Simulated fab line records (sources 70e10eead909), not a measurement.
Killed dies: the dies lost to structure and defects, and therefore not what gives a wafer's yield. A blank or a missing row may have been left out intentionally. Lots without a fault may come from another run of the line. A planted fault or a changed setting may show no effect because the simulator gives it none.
Chamber matching ; flow nand harc ; 4 sister chambers for NHARC_A_CONTACT_ETCH_91 on rie diel-12
The step etches the open film in CH3F/O2, target depth 40 nm, time 85.7 s. 4 wafers are shown with their chamber, then 9 later ones without.

== WAFERS PAIRED WITH THEIR CHAMBERS ==
wafer;chamber;showerhead plenum p Torr (Torr)
L622.4;3;2.57
L623.4;0;2.65
L624.5;2;2.59
L624.6;1;2.48

== WAFERS WITH NO CHAMBER GIVEN ==
wafer;showerhead plenum p Torr (Torr)
L627.1;2.58
L627.2;2.48
L627.4;2.56
L630.4;2.64
L630.5;2.58
L630.6;2.56
L631.3;2.64
L631.5;2.64
L631.6;2.47

== CHAMBER TAKEN BY EACH ==
wafer;from the rows above;in truth
L627.1;can't be placed: 2 or 3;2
L627.2;1;1
L627.4;3;3
L630.4;0;0
L630.5;can't be placed: 2 or 3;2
L630.6;3;3
L631.3;0;0
L631.5;0;0
L631.6;1;1
Correct placement for 7 of the 9. Not placeable from these rows: 2 (in 2, the candidates include the true chamber). Number placed wrongly: 0.
How it was worked out, from the rows above alone: a wafer's distance from a chamber is the root of the sum, over the readings, of the square of ((its reading less the chamber's mean) divided by the reading's scatter). If the next closest chamber is less than 2 further off than the closest, the wafer can't be placed; otherwise it belongs to the closest. Each chamber's mean is taken over the wafers shown for it. The scatter (one wafer shown for each chamber): square how far every hidden wafer sits from the nearest shown wafer, average those squares and take the square root.
